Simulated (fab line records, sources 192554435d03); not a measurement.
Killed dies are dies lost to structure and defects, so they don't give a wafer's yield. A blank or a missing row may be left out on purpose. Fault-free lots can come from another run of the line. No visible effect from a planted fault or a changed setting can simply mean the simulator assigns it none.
Chamber matching / flow n5_finfet / N5_FIN_SAQP_ETCH_52 on rie_diel-01 has 4 sister chambers
The step etches SOC in N2/H2, target depth 100 nm, overetch 20 nm, time 150 s. 4 wafers are shown with their chamber, then 9 later ones without.

WAFERS PAIRED WITH THEIR CHAMBERS
wafer=L081.3; chamber=0; throttle_valve_pct (%)=17.77
wafer=L088.1; chamber=2; throttle_valve_pct (%)=17.76
wafer=L088.2; chamber=1; throttle_valve_pct (%)=18.00
wafer=L088.5; chamber=3; throttle_valve_pct (%)=17.58

WAFERS MISSING THEIR CHAMBER
wafer=L091.3; throttle_valve_pct (%)=17.58
wafer=L091.5; throttle_valve_pct (%)=17.80
wafer=L091.6; throttle_valve_pct (%)=17.61
wafer=L095.2; throttle_valve_pct (%)=18.02
wafer=L095.3; throttle_valve_pct (%)=17.77
wafer=L095.5; throttle_valve_pct (%)=17.83
wafer=L096.1; throttle_valve_pct (%)=17.76
wafer=L096.3; throttle_valve_pct (%)=18.02
wafer=L096.5; throttle_valve_pct (%)=17.78

THE CHAMBER EACH PASSED THROUGH
wafer=L091.3; from the rows above=3; in truth=3
wafer=L091.5; from the rows above=can't be placed: 0 or 2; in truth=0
wafer=L091.6; from the rows above=3; in truth=3
wafer=L095.2; from the rows above=1; in truth=1
wafer=L095.3; from the rows above=can't be placed: 0 or 2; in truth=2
wafer=L095.5; from the rows above=can't be placed: 0 or 2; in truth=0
wafer=L096.1; from the rows above=can't be placed: 2 or 0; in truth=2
wafer=L096.3; from the rows above=1; in truth=1
wafer=L096.5; from the rows above=can't be placed: 0 or 2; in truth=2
Correctly placed: 4 of 9. Cannot be placed on the basis of these rows: 5; the candidates contain the true chamber in 5. Number placed wrongly: 0.
How it was worked out, from the rows above alone: a wafer's distance from a chamber is the root of the sum, over the readings, of the square of ((its reading less the chamber's mean) divided by the reading's scatter). If the next closest chamber is less than 2 further off than the closest, the wafer can't be placed; otherwise it belongs to the closest. A chamber's mean is the mean of its shown wafers. The scatter: with one shown wafer a chamber, the root of the mean of the squares of how far each hidden wafer lies from its nearest shown one.
